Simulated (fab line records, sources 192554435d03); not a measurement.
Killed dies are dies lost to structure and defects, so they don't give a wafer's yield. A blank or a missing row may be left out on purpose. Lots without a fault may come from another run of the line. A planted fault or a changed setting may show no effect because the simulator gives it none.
Chamber matching | flow n5_finfet | N5_BEOL_M0_SAQP_PECVD_04 on pecvd-03: 3 sister chambers
The step deposits a-Si from SiH4/He, target thk 60 nm, time 60.2 s. 3 wafers are shown with their chamber, then 9 later ones without.

WAFERS WITH THEIR CHAMBER
wafer  | chamber | throttle_valve_pct (%)
L091.1 | 2       | 17.4
L091.3 | 1       | 18.9
L091.6 | 0       | 20.3

WAFERS WITHOUT THEIR CHAMBER
wafer  | throttle_valve_pct (%)
L092.2 | 20.1
L092.5 | 20.3
L092.6 | 20.1
L094.1 | 20.3
L094.2 | 17.6
L094.3 | 19.0
L097.1 | 17.6
L097.3 | 18.9
L097.6 | 19.9

WHICH CHAMBER EACH WENT THROUGH
wafer  | from the rows above | in truth
L092.2 | 0                   | 0
L092.5 | 0                   | 0
L092.6 | 0                   | 0
L094.1 | 0                   | 0
L094.2 | 2                   | 2
L094.3 | 1                   | 1
L097.1 | 2                   | 2
L097.3 | 1                   | 1
L097.6 | 0                   | 0
Placed correctly: 9 of 9. Can't be placed from these rows: 0. Placed wrongly: 0.
How it was worked out, from the rows above alone: a wafer's distance from a chamber is the root of the sum, over the readings, of the square of ((its reading less the chamber's mean) divided by the reading's scatter). The wafer belongs to the nearest chamber; if the next one is less than 2 further off, it can't be placed. A chamber's mean is the mean of its shown wafers. The scatter: with one shown wafer a chamber, the root of the mean of the squares of how far each hidden wafer lies from its nearest shown one.
